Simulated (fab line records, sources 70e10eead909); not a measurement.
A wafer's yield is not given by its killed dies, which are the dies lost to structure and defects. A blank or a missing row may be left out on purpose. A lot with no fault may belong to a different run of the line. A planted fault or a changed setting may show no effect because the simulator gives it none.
Chamber matching	flow nand_harc	rie_diel-08 running NHARC_A_CHANNEL_HOLE_D1_ETCH_34: 4 sister chambers
The step etches the open film in CF4/CHF3, target depth 154 nm, time 77 s. 8 wafers are shown with their chamber, then 7 later ones without.

== EACH WAFER AND ITS CHAMBER ==
wafer	chamber	drypump_motor_current_A (A)	rf_vpp_V (V)
L998.6	3	6.0	371.4
L999.5	3	6.0	372.2
L100.5	2	5.6	368.0
L101.4	2	5.5	367.6
L101.5	1	4.9	367.7
L102.5	1	4.9	368.4
L102.6	0	5.1	372.3
L108.2	0	5.1	371.7

== WAFERS WHOSE CHAMBER IS MISSING ==
wafer	drypump_motor_current_A (A)	rf_vpp_V (V)
L110.2	4.9	367.6
L110.5	6.0	372.3
L111.1	6.0	372.6
L111.4	5.5	366.3
L117.2	5.2	370.8
L117.3	5.5	366.7
L117.4	6.0	372.0

== EACH ONE'S CHAMBER ==
wafer	from the rows above	in truth
L110.2	1	1
L110.5	3	3
L111.1	3	3
L111.4	2	2
L117.2	0	0
L117.3	2	2
L117.4	3	3
Correctly placed: 7 of 7. Can't be placed from these rows: 0. Number placed wrongly: 0.
How it was worked out, from the rows above alone: a wafer's distance from a chamber is the root of the sum, over the readings, of the square of ((its reading less the chamber's mean) divided by the reading's scatter). The wafer belongs to the nearest chamber; if the next one is less than 2 further off, it can't be placed. Each chamber's mean is taken over the wafers shown for it. How the scatter is found: for the shown wafers, subtract from each reading the mean of its chamber, square and add these, divide the total by (wafers less chambers), then take the root.
